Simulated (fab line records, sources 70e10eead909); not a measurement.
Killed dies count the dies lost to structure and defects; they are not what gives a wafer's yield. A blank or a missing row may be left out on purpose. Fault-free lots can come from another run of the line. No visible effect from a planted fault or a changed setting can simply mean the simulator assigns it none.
Chamber matching ; flow nandHarc ; 4 sister chambers for NHARC_A_BLC_ALD_23 on aldMetal-02
The step deposits TiN, target thk 3 nm, pulse time 1 s, ald cycles 150. 22 wafers are shown with their chamber, then 11 later ones without.

== WAFERS PAIRED WITH THEIR CHAMBERS ==
wafer;chamber;heaterPowerW (W);precursorPulseHeightRel;susceptorTempC (C)
L074.1;3;1098;0.995;450.04
L074.2;2;1186;0.996;449.83
L074.5;3;1112;1.025;450.31
L075.1;1;959;0.959;449.74
L075.3;3;1113;1.018;450.04
L075.6;1;933;1.000;449.86
L080.1;2;1151;0.962;449.95
L080.3;0;1065;1.025;449.98
L080.5;0;1102;1.023;449.90
L085.1;2;1207;1.014;450.07
L085.2;1;921;1.001;450.03
L085.6;3;1116;1.016;449.85
L087.1;2;1212;1.011;449.98
L087.4;1;913;1.001;450.30
L087.6;1;925;1.017;450.00
L091.1;2;1211;1.045;450.02
L091.5;2;1214;1.010;450.17
L091.6;0;1066;1.014;449.69
L090.2;2;1187;0.992;449.98
L090.3;0;1060;1.034;450.13
L090.5;0;1078;1.022;450.12
L089.2;2;1215;1.001;449.93

SIGNATURES, as means of the wafers listed above
reading;chamber 0;chamber 1;chamber 2;chamber 3;scatter within a chamber
heaterPowerW;1074.20;930.20;1197.88;1109.75;18.3
precursorPulseHeightRel;1.02360;0.99560;1.00387;1.01350;0.0189
susceptorTempC;449.9640;449.9860;449.9912;450.0600;0.164
Rule: for a wafer and a chamber, the distance is found by dividing, reading by reading, the gap between the wafer's reading and the chamber's mean by the reading's scatter, squaring, summing and taking the root. If the next closest chamber is less than 2 further off than the closest, the wafer can't be placed; otherwise it belongs to the closest. The scatter: take each reading less its chamber's mean, square it, sum over the shown wafers, divide by the number of wafers less the number of chambers, and take the root.

== WAFERS WITHOUT THEIR CHAMBER ==
wafer;heaterPowerW (W);precursorPulseHeightRel;susceptorTempC (C)
L089.3;1128;0.987;449.73
L089.5;916;1.029;450.39
L094.2;1137;0.994;449.85
L094.4;950;1.013;449.94
L094.5;1206;0.964;450.18
L095.3;1054;0.991;449.83
L095.4;939;0.976;449.88
L095.6;915;0.999;449.90
L096.1;1047;0.976;449.84
L096.3;1240;1.006;450.26
L096.6;1192;0.991;450.15

== CHAMBER TAKEN BY EACH ==
wafer;from the rows above;in truth
L089.3;can't be placed: 3 or 0 or 2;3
L089.5;1;1
L094.2;can't be placed: 3 or 2 or 0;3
L094.4;1;1
L094.5;2;2
L095.3;can't be placed: 0 or 3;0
L095.4;1;1
L095.6;1;1
L096.1;can't be placed: 0 or 3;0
L096.3;2;2
L096.6;2;2
Correct placement for 7 of the 11. Cannot be placed on the basis of these rows: 4; the candidates contain the true chamber in 4. Placed wrongly: 0.
